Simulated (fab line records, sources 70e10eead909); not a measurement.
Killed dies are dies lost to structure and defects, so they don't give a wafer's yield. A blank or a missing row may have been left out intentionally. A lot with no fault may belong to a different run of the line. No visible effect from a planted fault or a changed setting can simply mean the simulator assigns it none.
Chamber matching :: flow nand harc :: NHARC_A_STAIRCASE_ETCH_313 on rie diel-04 has 4 sister chambers
The step etches the open film in CF4/CHF3. 4 wafers are shown with their chamber, then 8 later ones without.

== WAFERS, EACH WITH ITS CHAMBER ==
wafer: L081.5
chamber: 2
showerhead plenum p Torr (Torr): 1.56

wafer: L082.1
chamber: 1
showerhead plenum p Torr (Torr): 1.57

wafer: L082.4
chamber: 0
showerhead plenum p Torr (Torr): 1.57

wafer: L084.1
chamber: 3
showerhead plenum p Torr (Torr): 1.50

== WAFERS MISSING THEIR CHAMBER ==
wafer: L084.4
showerhead plenum p Torr (Torr): 1.57

wafer: L084.5
showerhead plenum p Torr (Torr): 1.55

wafer: L095.1
showerhead plenum p Torr (Torr): 1.56

wafer: L095.2
showerhead plenum p Torr (Torr): 1.50

wafer: L095.4
showerhead plenum p Torr (Torr): 1.55

wafer: L096.1
showerhead plenum p Torr (Torr): 1.56

wafer: L096.3
showerhead plenum p Torr (Torr): 1.56

wafer: L096.5
showerhead plenum p Torr (Torr): 1.55

== WHICH CHAMBER EACH ONE RAN IN ==
wafer: L084.4
from the rows above: can't be placed: 0 or 1 or 2
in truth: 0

wafer: L084.5
from the rows above: can't be placed: 2 or 0 or 1
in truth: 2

wafer: L095.1
from the rows above: can't be placed: 2 or 0 or 1
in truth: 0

wafer: L095.2
from the rows above: 3
in truth: 3

wafer: L095.4
from the rows above: can't be placed: 2 or 0 or 1
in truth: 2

wafer: L096.1
from the rows above: can't be placed: 2 or 0 or 1
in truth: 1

wafer: L096.3
from the rows above: can't be placed: 2 or 0 or 1
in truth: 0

wafer: L096.5
from the rows above: can't be placed: 2 or 0 or 1
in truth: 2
1 of 8 placed correctly. Unplaceable from these rows: 7, with the true chamber sitting among the candidates in 7. 0 placed wrongly.
How it was worked out, from the rows above alone: a wafer's distance from a chamber is the root of the sum, over the readings, of the square of ((its reading less the chamber's mean) divided by the reading's scatter). If the next closest chamber is less than 2 further off than the closest, the wafer can't be placed; otherwise it belongs to the closest. A chamber's mean is the mean of its shown wafers. The scatter (one wafer shown for each chamber): square how far every hidden wafer sits from the nearest shown wafer, average those squares and take the square root.
